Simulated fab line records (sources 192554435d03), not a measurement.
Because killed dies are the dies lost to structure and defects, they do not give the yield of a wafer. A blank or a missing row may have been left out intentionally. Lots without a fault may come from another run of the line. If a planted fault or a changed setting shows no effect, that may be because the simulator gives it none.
Matching of chambers | flow n5-finfet | 3 sister chambers for N5_BEOL_M6_PECVD_70 on pecvd-02
The step deposits SiO2 from TEOS/O2, target thk 20 nm, time 22.7 s. 16 wafers are shown with their chamber, then 8 later ones without.

## WAFERS WITH THEIR CHAMBER
wafer  | chamber | throttle-valve-pct (%) | showerhead-plenum-p-Torr (Torr) | heater-power-w (W)
L075.1 | 2       | 19.9                   | 8.82                            | 756
L075.3 | 1       | 22.1                   | 8.66                            | 570
L075.5 | 0       | 23.5                   | 8.75                            | 666
L077.1 | 1       | 22.5                   | 8.67                            | 556
L077.2 | 0       | 23.2                   | 8.77                            | 642
L077.6 | 0       | 23.7                   | 8.75                            | 634
L078.3 | 0       | 23.6                   | 8.76                            | 649
L078.5 | 2       | 20.0                   | 8.87                            | 692
L078.6 | 1       | 22.2                   | 8.69                            | 571
L081.1 | 0       | 23.4                   | 8.77                            | 603
L081.3 | 2       | 20.0                   | 8.87                            | 699
L081.6 | 1       | 22.1                   | 8.69                            | 493
L083.3 | 2       | 19.9                   | 8.87                            | 694
L083.4 | 2       | 19.9                   | 8.87                            | 732
L083.6 | 1       | 22.2                   | 8.69                            | 536
L089.3 | 1       | 22.1                   | 8.67                            | 513

SIGNATURES (means of the wafers above)
reading                  | chamber 0 | chamber 1 | chamber 2 | scatter within a chamber
throttle-valve-pct       | 23.480    | 22.200    | 19.940    | 0.147
showerhead-plenum-p-Torr | 8.7600    | 8.6783    | 8.8600    | 0.0159
heater-power-w           | 638.80    | 539.83    | 714.60    | 28.3
Rule: distance of a wafer from a chamber = root of the sum over the readings of ((wafer's reading minus chamber's mean) / reading's scatter) squared. If the next closest chamber is less than 2 further off than the closest, the wafer can't be placed; otherwise it belongs to the closest. The scatter: take each reading less its chamber's mean, square it, sum over the shown wafers, divide by the number of wafers less the number of chambers, and take the root.

## WAFERS MISSING THEIR CHAMBER
wafer  | throttle-valve-pct (%) | showerhead-plenum-p-Torr (Torr) | heater-power-w (W)
L089.4 | 23.3                   | 8.74                            | 605
L089.6 | 20.1                   | 8.86                            | 753
L090.2 | 22.2                   | 8.71                            | 486
L090.4 | 20.0                   | 8.87                            | 800
L090.6 | 23.2                   | 8.76                            | 527
L095.2 | 20.6                   | 8.87                            | 762
L095.3 | 22.4                   | 8.65                            | 492
L095.5 | 20.1                   | 8.86                            | 725

## WHICH CHAMBER EACH ONE RAN IN
wafer  | from the rows above | in truth
L089.4 | 0                   | 0
L089.6 | 2                   | 2
L090.2 | 1                   | 1
L090.4 | 2                   | 2
L090.6 | 0                   | 0
L095.2 | 2                   | 2
L095.3 | 1                   | 1
L095.5 | 2                   | 2
Placed correctly: 8 of 8. Left unplaced by these rows: 0. Wrongly placed: 0.
